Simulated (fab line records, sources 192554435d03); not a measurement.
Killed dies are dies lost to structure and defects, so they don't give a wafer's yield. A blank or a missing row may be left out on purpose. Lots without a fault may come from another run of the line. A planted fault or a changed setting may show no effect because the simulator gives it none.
Problem report in the 8D (eight disciplines) form, filled by code | flow n5_finfet | the parts of the form that need people (team, actions taken, sign-off) are left out

1. THE PROBLEM
oes_product_au at N5_BEOL_M15_ETCH_57 reads a mean of 1.20 a.u. on 1 wafer of 1 lot; wafers without a fault read 0.75 a.u. with a standard deviation of 0.088. That is +5.1 standard deviations from the usual mean.
The step: etches SOC in N2/H2, time 750 s.
First seen on wafer L300.5, day 14 21:00, on rie_diel-01. The record holds 31 wafers of 11 lots with a number at this step. Rule for "out", or "out of limits": more than 4 standard deviations from the usual mean. The other wafers with a number count as sound.

2. WHAT IT IS AND WHAT IT IS NOT
question                    | is                | is not
which readings at this step | oes_product_au    | drypump_motor_current_A, rf_vpp_V, showerhead_plenum_p_Torr, throttle_valve_pct
which lots                  | L300              | L291, L292, L293, L302, L303, L304, L305, L307, L309, L311
which wafers of those lots  | L300.5            | L300.1
read on which tools         | rie_diel-01       | rie_diel-02, rie_diel-05
when                        | from day 14 21:00 | up to then (12 sound wafers); but 18 sound wafers of L303, L304, L305, L307, L309, L311 came after

3. SUSPECTS, AND WHAT RULES EACH OUT
Counting: a tool at a process step up to the reading stays a suspect if it ran every lot that is out. Sound lots after the first of them don't rule it out here, since some wafers of a struck lot are sound.
- rie_diel-02 at N5_BEOL_M15_STRIP_63 (strips in O2): kept. It ran the lot that is out, L300 (day 14 21:00); its last sound lot up to then is L302 (day 14 20:35). N5_BEOL_M15_STRIP_63 gives no start for some lots, so the hours and the order of its lots are those of N5_BEOL_M15_ETCH_57.
- rie_diel-01 at N5_BEOL_M15_ETCH_57 (etches SOC in N2/H2, time 750 s): kept. It ran the lot that is out, L300 (day 14 21:00); its last sound lot up to then is L293 (day 12 07:36). Its own readings are out on those wafers: oes_product_au.
Left after counting: rie_diel-02 at N5_BEOL_M15_STRIP_63, rie_diel-01 at N5_BEOL_M15_ETCH_57.

4. THE CAUSE (what the simulator had put in)
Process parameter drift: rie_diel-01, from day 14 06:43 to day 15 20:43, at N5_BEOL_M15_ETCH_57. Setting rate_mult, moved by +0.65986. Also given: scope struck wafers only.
Counting left 2 suspects, and this tool is among them.

5. THE CHAIN OF EFFECTS, in route order
Each row: a reading whose mean over the struck wafers that have a number lies more than 3 standard deviations from the usual. Only readings for which the record gives a usual standard deviation are gone through. hours: the time from each lot's start at the first step in this table that gives one to its start at this step, as a median over the lots. sigmas: the change in usual standard deviations.
hours | step                | reading        | usual     | on struck wafers | change | sigmas
0     | N5_BEOL_M15_ETCH_57 | oes_product_au | 0.75 a.u. | 1.20             | +0.45  | +5.1
The process steps in it:
- N5_BEOL_M15_ETCH_57: etches SOC in N2/H2, time 750 s.

6. WHAT WOULD HAVE CAUGHT IT SOONER
In this record the first reading out of limits was taken at day 14 21:00, 14 hours after the fault began at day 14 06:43.
